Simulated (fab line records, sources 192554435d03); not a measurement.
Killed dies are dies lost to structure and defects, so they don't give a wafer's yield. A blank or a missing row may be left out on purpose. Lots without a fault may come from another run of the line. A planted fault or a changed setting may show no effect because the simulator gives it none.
fab line records | flow n5_finfet
record lots=7 wafers=21
route steps=1938 shown BEOL_M8@1344 BEOL_M9@1417 BEOL_M11@1565 BEOL_M13@1661
start_h: hours from the record's first day to the start of the lot's first wafer shown | wait_h: hours since the lot's step before | " the same as in the row above | L1.1+2: a row that stands for several wafers | - no value, or no start given | * or withheld: withheld | < > ~ a bound
route shown NAME@n: a module of which the file shows steps, and the number in the route of the first | usual: mean/standard deviation of fault-free wafers | same: alike in all rows | chamber/n: place in a boat | sites: the reading at each site | _std_site: their standard deviation | _edge_site: outer sites' mean less inner sites' | radius_mm: how far each site lies from the wafer's centre | mask NAME#n: copy n | behind: the tool/chamber that last shaped the wafer | hold: why the lot was held/for how many hours/how that ended | device: the transistor (n, p or np) that didn't switch | end of line: the same wafers' tests at the end of the route | a step without rows: its recipe alone | killed: dies lost to structure and defects at the first sort, not the wafer's yield | map: a wafer's dies, x killed, . not, _ none there
set.NAME: the setting as run; set.NAME@STEP: as run at that earlier step | model.NAME: the simulator's own value behind a step, which no gauge read
lots whose settings were changed on purpose; a table a step, a row a wafer
## steps
# step N5_BEOL_M8_DEVELOP_10
# recipe develop_time_s=30 developer=TMAH resist=CAR-ArF rinse_liquid=diw dry=air_spin dev_temp_c=23
# columns lot.wafer tool chamber start_h wait_h set.develop_time_s
L075.3 litho_track-05 0 - - 30
L075.4+5 " 0 " " 32.87
L077.2+3 litho_track-03 0 - - 34.25
L077.5 " 0 " " 30
L081.1 litho_track-03 0 - - 30
L081.2+3 " 0 " " 32.84
L082.1+4 litho_track-03 0 - - 23.35
L082.5 " 0 " " 30
L084.4+5+6 litho_track-01 0 - - 30
L090.1+3+4 litho_track-03 0 - - 30
L093.2+4+5 litho_track-05 0 - - 30
# step N5_BEOL_M8_CD_MEAS_11
# recipe target_cd_nm=38.5 landing_energy_ev=500 detector=se_inlens polarity=opening
# usual cd_nm=38.6/0.78
# columns lot.wafer tool chamber start_h wait_h set.dose_mj@BEOL_M8_EXPOSE_08 cd_nm
L075.3 cd_sem-01 0 208.71 - 68.25 38.9
L075.4 " 0 " " 68.25 38.5
L075.5 " 0 " " 68.25 38.4
L077.2 cd_sem-02 0 221.40 - 68.25 39.0
L077.3 " 0 " " 68.25 38.5
L077.5 " 0 " " 68.25 39.1
L081.1 cd_sem-03 0 240.52 - 68.25 38.3
L081.2 " 0 " " 68.25 38.4
L081.3 " 0 " " 68.25 40.2
L082.1 cd_sem-01 0 254.51 - 68.25 38.4
L082.4 " 0 " " 68.25 38.1
L082.5 " 0 " " 68.25 38.0
L084.4 cd_sem-02 0 256.57 - 68.25 38.2
L084.5 " 0 " " 64.82 35.5
L084.6 " 0 " " 68.25 38.3
L090.1 cd_sem-02 0 325.51 - 68.25 39.3
L090.3 " 0 " " 68.25 40.0
L090.4 " 0 " " 68.25 38.9
L093.2 cd_sem-01 0 325.74 - 63.17 35.1
L093.4 " 0 " " 63.17 34.1
L093.5 " 0 " " 68.25 38.5
# step N5_BEOL_M8_DESCUM_16
# recipe chemistry=O2 time_s=7.9 source_power_w=50 bias_power_w=20 pressure_mtorr=20 rf_frequency_hz=2.712e+07 temp_c=40 resist=CAR-ArF o2_flow_sccm=225
# step N5_BEOL_M8_ETCH_61
# recipe chemistry=CF4 target=SiARC target_depth_a=455 mask_material=CAR-ArF time_s=75.8 ion_energy_ev=80 pressure_mtorr=40 source_w=545 bias_w=36 Ar_flow_sccm=100 cf4_flow_sccm=100 ends=cleared
# columns lot.wafer tool chamber start_h wait_h set.dose_mj@BEOL_M8_EXPOSE_08 model.BEOL_M8.cd_offset_nm
L075.3+4 rie_diel-03 3,2 209.00 0.0 68.25 0.2
L075.5 " 3 " " 68.25 -0.2
L077.2+5 rie_diel-05 2 221.94 0.0 68.25 0.4
L077.3 " 0 " " 68.25 0.6
L081.1 rie_diel-05 2 240.90 0.0 68.25 -0.6
L081.2 " 1 " " 68.25 0.2
L081.3 " 3 " " 68.25 1.6
L082.1 rie_diel-05 3 254.63 0.0 68.25 0
L082.4 " 0 " " 68.25 -0.8
L082.5 " 3 " " 68.25 -0.6
L084.4 rie_diel-01 0 256.75 0.0 68.25 -0.2
L084.5 " 1 " " 64.82 -3.4
L084.6 " 2 " " 68.25 -1
L090.1 rie_diel-05 0 325.69 0.0 68.25 1
L090.3 " 1 " " 68.25 1.4
L090.4 " 3 " " 68.25 0.6
L093.2 rie_diel-03 3 326.13 0.0 63.17 -3.6
L093.4 " 2 " " 63.17 -4
L093.5 " 3 " " 68.25 0
# step N5_BEOL_M8_ETCH_62
# recipe chemistry=N2/H2 target=SOC target_depth_a=1100 overetch_a=220 mask_material=SiARC temp_c=40 time_s=165 ion_energy_ev=200 pressure_mtorr=30 source_w=840 bias_w=150 n2_flow_sccm=200 h2_flow_sccm=200
# columns lot.wafer tool chamber start_h wait_h set.dose_mj@BEOL_M8_EXPOSE_08 model.BEOL_M8.cd_offset_nm
L075.3 rie_diel-03 3 209.06 0.0 68.25 0
L075.4 " 2 " " 68.25 0.2
L075.5 " 3 " " 68.25 -0.4
L077.2+3+5 rie_diel-05 2,0,2 221.99 0.0 68.25 0
L081.1 rie_diel-05 2 240.95 0.0 68.25 -0.6
L081.2 " 1 " " 68.25 0.4
L081.3 " 3 " " 68.25 1.8
L082.1 rie_diel-05 3 254.69 0.0 68.25 -0.2
L082.4 " 0 " " 68.25 -1.4
L082.5 " 3 " " 68.25 -0.8
L084.4+6 rie_diel-01 0,2 256.80 0.0 68.25 -0.6
L084.5 " 1 " " 64.82 -3.6
L090.1 rie_diel-05 0 325.75 0.0 68.25 0.2
L090.3 " 1 " " 68.25 0.8
L090.4 " 3 " " 68.25 0.6
L093.2+4 rie_diel-03 3,2 326.19 0.0 63.17 -3.8
L093.5 " 3 " " 68.25 0
# step N5_BEOL_M8_STRIP_68
# recipe chemistry=N2/H2 temp_c=40 n2_flow_sccm=200 h2_flow_sccm=200 rf_frequency_hz=6e+07
# step N5_BEOL_M8_STRIP_67
# recipe chemistry=CF4 resist=SiARC power_w=300 bias_power_w=75 pressure_mtorr=50 cf4_flow_sccm=150 rf_frequency_hz=6e+07
# step N5_BEOL_M8_PRECLEAN_42
# recipe chemistry=residue_remover time_s=60 temp_c=40
# step N5_BEOL_M8_SRD_43
# recipe time_s=30 temp_c=23 rinse_liquid=diw dry=ipa_marangoni
# step N5_BEOL_M8_CD_MEAS_35
# recipe target_cd_nm=40 polarity=opening
# usual cd_nm=40.1/0.82
# columns lot.wafer tool chamber start_h wait_h set.dose_mj@BEOL_M8_EXPOSE_08 cd_nm
L075.3 cd_sem-03 - 212.33 0.0 68.25 40.2
L075.4 " - " " 68.25 40.6
L075.5 " - " " 68.25 40.3
L077.2 cd_sem-03 - 224.84 0.0 68.25 39.4
L077.3 " - " " 68.25 40.2
L077.5 " - " " 68.25 40.4
L081.1 cd_sem-03 - 243.74 0.0 68.25 39.7
L081.2 " - " " 68.25 40.3
L081.3 " - " " 68.25 42.3
L084.4 cd_sem-01 - 258.99 0.0 68.25 40.2
L084.5 " - " " 64.82 36.4
L084.6 " - " " 68.25 39.8
L082.1 cd_sem-01 - 259.56 0.0 68.25 39.9
L082.4 " - " " 68.25 38.9
L082.5 " - " " 68.25 39.5
L093.2 cd_sem-02 - 328.94 0.0 63.17 36.3
L093.4 " - " " 63.17 36.3
L093.5 " - " " 68.25 40.4
L090.1 cd_sem-02 - 329.09 0.0 68.25 40.4
L090.3 " - " " 68.25 40.7
L090.4 " - " " 68.25 40.5
# step N5_BEOL_M9_DESCUM_16
# recipe chemistry=O2 time_s=7.9 source_power_w=50 bias_power_w=20 pressure_mtorr=20 rf_frequency_hz=2.712e+07 temp_c=40 resist=CAR-ArF o2_flow_sccm=225
# columns lot.wafer tool chamber start_h wait_h set.time_s model.CAR-ArF_of_BEOL_M9_COAT_05.thk_nm
L075.3 rie_diel-06 3 218.27 0.0 9.661 82
L075.4 " 1 " " 7.9 83.6
L075.5 " 2 " " 9.661 82.4
L077.2+5 rie_diel-06 3,1 229.15 0.4 9.657 82.2
L077.3 " 2 " " 7.9 83.2
L081.1+3 rie_diel-02 1,3 247.96 0.0 7.9 83.4
L081.2 " 0 " " 8.804 82.4
L084.4+6 rie_diel-06 2,0 264.34 0.1 7.167 83.6
L084.5 " 3 " " 7.9 83.2
L082.1 rie_diel-04 0 265.39 0.0 7.9 83.2
L082.4 " 3 " " 6.848 84.4
L082.5 " 3 " " 6.848 84.2
L093.2+4 rie_diel-06 1,2 336.92 0.0 7.9 83.6
L093.5 " 3 " " 7.9 83.4
L090.1+3 rie_diel-04 0,1 337.10 0.0 7.9 83.6
L090.4 " 2 " " 7.9 83.8
# step N5_BEOL_M9_ETCH_62
# recipe chemistry=N2/H2 target=SOC target_depth_a=1100 overetch_a=220 mask_material=SiARC temp_c=40 time_s=165 ion_energy_ev=200 pressure_mtorr=30 source_w=840 bias_w=150 n2_flow_sccm=200 h2_flow_sccm=200
# usual rf_vpp_V=524.5/2.5
# columns lot.wafer tool chamber start_h wait_h set.source_w rf_vpp_V
L075.3 rie_diel-06 3 218.35 0.0 840 520.5
L075.4 " 1 " " 735.5 549.3
L075.5 " 2 " " 840 521.3
L077.2 rie_diel-06 3 229.24 0.0 893.1 510.1
L077.3 " 2 " " 840 522.7
L077.5 " 1 " " 840 524.8
L081.1 rie_diel-02 1 248.05 0.0 840 525.3
L081.2 " 0 " " 840 525.6
L081.3 " 3 " " 947.4 504.6
L084.4 rie_diel-06 2 264.43 0.0 840 522.2
L084.5 " 3 " " 739.9 541.4
L084.6 " 0 " " 739.9 550.0
L082.1 rie_diel-04 0 265.48 0.0 905.5 512.9
L082.4 " 3 " " 840 528.5
L082.5 " 3 " " 905.5 515.7
L093.2 rie_diel-06 1 337.00 0.0 699.3 556.8
L093.4 " 2 " " 840 521.4
L093.5 " 3 " " 840 520.6
L090.1 rie_diel-04 0 337.19 0.0 840 527.2
L090.3 " 1 " " 840 525.3
L090.4 " 2 " " 840 525.6
# step N5_BEOL_M11_EXPOSE_25
# recipe mask_id=V10 na=1.35 source_shape=annular sigma_inner=0.5 sigma_outer=0.8 polarization=unpolarized dose_mj=85.5
# columns lot.wafer tool chamber start_h wait_h mask set.dose_mj
L075.3 arfi_scanner-01 0 234.56 - V10#0 85.5
L075.4+5 " 0 " " V10#0 89.76
L077.2+3+5 arfi_scanner-03 0 245.10 - V10#0 85.5
L081.1 arfi_scanner-02 0 266.41 - V10#0 85.5
L081.2+3 " 0 " " V10#0 90.89
L084.4+6 arfi_scanner-02 0 287.65 - V10#0 85.5
L084.5 " 0 " " V10#0 82.92
L082.1+4+5 arfi_scanner-02 0 287.68 - V10#0 85.5
L093.2+4+5 arfi_scanner-03 0 351.02 - V10#0 85.5
L090.1+3+4 arfi_scanner-02 0 351.86 - V10#0 85.5
# step N5_BEOL_M11_PEB_26
# recipe peb_temp_c=withheld peb_time_s=60 resist=CAR-ArF
# step N5_BEOL_M11_DEVELOP_27
# recipe develop_time_s=30 developer=TMAH resist=CAR-ArF rinse_liquid=diw dry=air_spin dev_temp_c=23
# step N5_BEOL_M11_CD_MEAS_28
# recipe target_cd_nm=70 landing_energy_ev=500 detector=se_inlens polarity=opening
# usual cd_nm=70.3/1.3
# columns lot.wafer tool chamber start_h wait_h set.dose_mj@BEOL_M11_EXPOSE_25 cd_nm
L075.3 cd_sem-03 0 234.68 - 85.5 70.1
L075.4 " 0 " " 89.76 73.1
L075.5 " 0 " " 89.76 72.8
L077.2 cd_sem-02 0 245.22 - 85.5 68.3
L077.3 " 0 " " 85.5 69.1
L077.5 " 0 " " 85.5 67.1
L081.1 cd_sem-03 0 266.54 - 85.5 70.4
L081.2 " 0 " " 90.89 74.9
L081.3 " 0 " " 90.89 75.8
L084.4 cd_sem-01 0 287.77 - 85.5 71.3
L084.5 " 0 " " 82.92 67.1
L084.6 " 0 " " 85.5 70.3
L082.1 cd_sem-02 0 287.81 - 85.5 68.8
L082.4 " 0 " " 85.5 70.4
L082.5 " 0 " " 85.5 71.3
L093.2 cd_sem-03 0 351.14 - 85.5 70.1
L093.4 " 0 " " 85.5 70.1
L093.5 " 0 " " 85.5 71.3
L090.1 cd_sem-02 0 351.99 - 85.5 70.8
L090.3 " 0 " " 85.5 70.8
L090.4 " 0 " " 85.5 71.5
# step N5_BEOL_M13_COAT_58
# recipe resist=BARC temp_c=205 time_s=60 spin_rpm=1500 resist_thk_nm=89
# columns lot.wafer tool chamber start_h wait_h set.spin_rpm model.BARC_of_BEOL_M13_COAT_58.thk_nm
L075.3+4 litho_track-03 0 248.17 0.0 1500 89.2
L075.5 " 0 " " 1500 89.4
L077.2+3 litho_track-05 0 252.87 0.0 1500 89.2
L077.5 " 0 " " 1500 89.4
L081.1+3 litho_track-05 0 284.18 0.0 1555 87.6
L081.2 " 0 " " 1500 89.2
L084.4 litho_track-01 0 300.51 0.0 1500 89
L084.5 " 0 " " 1373 93
L084.6 " 0 " " 1500 88.6
L082.1 litho_track-03 0 301.02 0.0 1500 89
L082.4 " 0 " " 1455 90.2
L082.5 " 0 " " 1455 90.6
L093.2+4+5 litho_track-01 0 359.27 0.0 1427 91
L090.1 litho_track-01 0 360.21 0.0 1500 89.2
L090.3 " 0 " " 1500 88.8
L090.4 " 0 " " 1500 89
# step N5_BEOL_M13_COAT_04
# recipe spin_rpm=1625 resist_thk_nm=400
# columns lot.wafer tool chamber start_h wait_h set.spin_rpm model.coat_of_BEOL_M13_COAT_04.thk_nm
L075.3 litho_track-03 0 - - 1740 388.2
L075.4 " 0 " " 1625 401.4
L075.5 " 0 " " 1740 388
L077.2+3 litho_track-05 0 - - 1625 401.2
L077.5 " 0 " " 1725 390.6
L081.1 litho_track-05 0 - - 1625 401.2
L081.2 " 0 " " 1625 402.4
L081.3 " 0 " " 1755 387
L084.4 litho_track-01 0 - - 1764 384.4
L084.5 " 0 " " 1625 401.4
L084.6 " 0 " " 1625 400.2
L082.1 litho_track-03 0 - - 1692 392
L082.4 " 0 " " 1625 399.8
L082.5 " 0 " " 1625 401
L093.2 litho_track-01 0 - - 1625 399.8
L093.4 " 0 " " 1625 399.6
L093.5 " 0 " " 1787 380.8
L090.1 litho_track-01 0 - - 1625 401.6
L090.3 " 0 " " 1625 400.2
L090.4 " 0 " " 1625 400.4
# step N5_BEOL_M13_EBR_06
# recipe solvent=PGMEA ebr_width_mm=1.5
# step N5_BEOL_M13_SOFTBAKE_05
# recipe temp_c=130 time_s=60
# step N5_BEOL_M13_DESCUM_15
# recipe chemistry=O2 time_s=7.9 source_power_w=50 bias_power_w=20 pressure_mtorr=20 rf_frequency_hz=2.712e+07 temp_c=40 o2_flow_sccm=225
# step N5_BEOL_M13_ETCH_59
# recipe chemistry=N2/H2 target=BARC target_depth_a=890 overetch_a=267 time_s=67.9 ion_energy_ev=200 pressure_mtorr=30 source_w=840 bias_w=150 n2_flow_sccm=200 h2_flow_sccm=200
# columns lot.wafer tool chamber start_h wait_h set.spin_rpm@BEOL_M13_COAT_58 set.spin_rpm@BEOL_M13_COAT_04 model.coat_of_BEOL_M13_COAT_04.thk_nm model.etch.depth_nm
L075.3 rie_diel-02 0 248.56 0.0 1500 1740 302.4 89.29
L075.4 " 3 " " 1500 1625 324 89.16
L075.5 " 3 " " 1500 1740 311.2 89.36
L077.2 rie_diel-02 2 253.39 0.0 1500 1625 317 89.1
L077.3 " 1 " " 1500 1625 319 89.2
L077.5 " 0 " " 1500 1725 303.8 89.35
L081.1 rie_diel-02 2 284.79 0.0 1555 1625 316.6 87.64
L081.2 " 3 " " 1500 1625 324.4 89.24
L081.3 " 0 " " 1555 1755 299.4 87.7
L084.4 rie_diel-02 1 300.90 0.0 1500 1764 300 89.1
L084.5 " 2 " " 1373 1625 316.8 92.98
L084.6 " 1 " " 1500 1625 315 88.7
L082.1 rie_diel-04 1 301.54 0.0 1500 1692 311 89.06
L082.4 " 3 " " 1455 1625 317 90.25
L082.5 " 2 " " 1455 1625 318.8 90.69
L093.2 rie_diel-06 1 359.79 0.0 1427 1625 317.8 91.07
L093.4 " 0 " " 1427 1625 317.4 91.06
L093.5 " 3 " " 1427 1787 298.2 91.09
L090.1 rie_diel-02 1 360.79 0.0 1500 1625 317.4 89.16
L090.3 " 0 " " 1500 1625 314.8 88.85
L090.4 " 3 " " 1500 1625 323.2 88.91
# step N5_BEOL_M13_VIA_ETCH_16
# recipe chemistry=C4F8/O2/Ar target=SiOC pressure_mtorr=30 source_w=3000 bias_w=700 Ar_flow_sccm=400 C4F8_flow_sccm=15 O2_flow_sccm=8 he_inner_torr=15 he_outer_torr=30 target_depth_a=9217 time_s=withheld ion_energy_ev=250 ends=cleared
# columns lot.wafer tool chamber start_h wait_h set.spin_rpm@BEOL_M13_COAT_04 model.coat_of_BEOL_M13_COAT_04.thk_nm
L075.3 rie_diel-02 0 248.61 0.0 1740 61.6
L075.4 " 3 " " 1625 80.2
L075.5 " 3 " " 1740 60.4
L077.2 rie_diel-02 2 253.44 0.0 1625 71.6
L077.3 " 1 " " 1625 62.8
L077.5 " 0 " " 1725 52.4
L081.1 rie_diel-02 2 284.84 0.0 1625 69.4
L081.2 " 3 " " 1625 83
L081.3 " 0 " " 1755 54.2
L084.4 rie_diel-02 1 300.95 0.0 1764 52
L084.5 " 2 " " 1625 70.4
L084.6 " 1 " " 1625 68.2
L082.1 rie_diel-04 1 301.60 0.0 1692 66.4
L082.4 " 3 " " 1625 65.4
L082.5 " 2 " " 1625 66.8
L093.2 rie_diel-06 1 359.84 0.0 1625 71.8
L093.4 " 0 " " 1625 67.8
L093.5 " 3 " " 1787 45.2
L090.1 rie_diel-02 1 360.84 0.0 1625 72.2
L090.3 " 0 " " 1625 69
L090.4 " 3 " " 1625 72.8
# step N5_BEOL_M13_STRIP_63
# recipe chemistry=N2/H2 power_w=1000 temp_c=250 h2_frac=0.65 overash_fraction=0.3 pressure_mtorr=1000 n2_flow_sccm=1750 h2_flow_sccm=3250
# usual strip_time_to_endpoint_s=27.7/1.5
# columns lot.wafer tool chamber start_h wait_h set.spin_rpm@BEOL_M13_COAT_04 strip_time_to_endpoint_s
L075.3 plasma_asher-01 0 248.90 - 1740 25.2
L075.4 " 1 " " 1625 30.6
L075.5 " 1 " " 1740 24.8
L077.2 plasma_asher-02 1 253.68 - 1625 28.1
L077.3 " 0 " " 1625 25.6
L077.5 " 1 " " 1725 22.3
L081.1 plasma_asher-01 1 285.07 - 1625 27.5
L081.2 " 0 " " 1625 31.4
L081.3 " 1 " " 1755 22.9
L084.4 plasma_asher-01 1 301.28 - 1764 22.2
L084.5 " 1 " " 1625 27.8
L084.6 " 0 " " 1625 27.1
L082.1 plasma_asher-02 0 301.89 - 1692 26.6
L082.4 " 1 " " 1625 26.3
L082.5 " 0 " " 1625 26.7
L093.2 plasma_asher-01 1 360.08 - 1625 28.2
L093.4 " 1 " " 1625 27.0
L093.5 " 0 " " 1787 20.1
L090.1 plasma_asher-01 0 361.08 - 1625 28.3
L090.3 " 0 " " 1625 27.4
L090.4 " 1 " " 1625 28.5
# step N5_BEOL_M13_STRIP_64
# recipe chemistry=N2/H2 power_w=1000 temp_c=250 h2_frac=0.65 overash_fraction=0.3 pressure_mtorr=withheld n2_flow_sccm=1750 h2_flow_sccm=3250
# usual strip_time_to_endpoint_s=31.33/0.068
# columns lot.wafer tool chamber start_h wait_h set.spin_rpm@BEOL_M13_COAT_58 strip_time_to_endpoint_s
L075.3 plasma_asher-01 0 248.96 0.0 1500 31.39
L075.4 " 1 " " 1500 31.35
L075.5 " 1 " " 1500 31.43
L077.2 plasma_asher-02 1 253.74 0.0 1500 31.35
L077.3 " 0 " " 1500 31.35
L077.5 " 1 " " 1500 31.42
L081.1 plasma_asher-01 1 285.13 0.0 1555 30.92
L081.2 " 0 " " 1500 31.37
L081.3 " 1 " " 1555 30.92
L084.4 plasma_asher-01 1 301.34 0.0 1500 31.35
L084.5 " 1 " " 1373 32.44
L084.6 " 0 " " 1500 31.24
L082.1 plasma_asher-02 0 301.95 0.0 1500 31.33
L082.4 " 1 " " 1455 31.68
L082.5 " 0 " " 1455 31.80
L093.2 plasma_asher-01 1 360.14 0.0 1427 31.90
L093.4 " 1 " " 1427 31.91
L093.5 " 0 " " 1427 31.92
L090.1 plasma_asher-01 0 361.14 0.0 1500 31.36
L090.3 " 0 " " 1500 31.27
L090.4 " 1 " " 1500 31.28
## key
split step=N5_BEOL_M8_DEVELOP_10 setting=develop_time_s stated=30 by=wafer
response none clear
split step=N5_BEOL_M9_DESCUM_16 setting=time_s stated=7.9 by=wafer
response step=N5_BEOL_M9_DESCUM_16 reading=model.CAR-ArF_of_BEOL_M9_COAT_05.thk_nm change=-0.0601 per=1% r=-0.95
split step=N5_BEOL_M9_ETCH_62 setting=source_w stated=840 by=wafer
response step=N5_BEOL_M9_ETCH_62 reading=rf_vpp_V change=-2.02 per=1% r=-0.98
split step=N5_BEOL_M11_EXPOSE_25 setting=dose_mj stated=85.5 by=wafer
response step=N5_BEOL_M11_CD_MEAS_28 reading=cd_nm change=+0.767 per=1% r=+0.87
split step=N5_BEOL_M13_COAT_58 setting=spin_rpm stated=1500 by=wafer
response step=N5_BEOL_M13_COAT_58 reading=model.BARC_of_BEOL_M13_COAT_58.thk_nm change=-0.485 per=1% r=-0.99
response step=N5_BEOL_M13_ETCH_59 reading=model.etch.depth_nm change=-0.473 per=1% r=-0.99
response step=N5_BEOL_M13_STRIP_64 reading=strip_time_to_endpoint_s change=* per=1% r=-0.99
split step=N5_BEOL_M13_COAT_04 setting=spin_rpm stated=1625 by=wafer
response step=N5_BEOL_M13_COAT_04 reading=model.coat_of_BEOL_M13_COAT_04.thk_nm change=-1.88 per=1% r=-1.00
response step=N5_BEOL_M13_ETCH_59 reading=model.coat_of_BEOL_M13_COAT_04.thk_nm change=-2.15 per=1% r=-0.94
response step=N5_BEOL_M13_VIA_ETCH_16 reading=model.coat_of_BEOL_M13_COAT_04.thk_nm change=-2.33 per=1% r=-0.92
response step=N5_BEOL_M13_STRIP_63 reading=strip_time_to_endpoint_s change=* per=1% r=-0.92
split outside_this_file step=N5_BEOL_M8_EXPOSE_08 setting=dose_mj
# split outside_this_file: this setting was split too, and the file shows its column; the key of that split is in another file
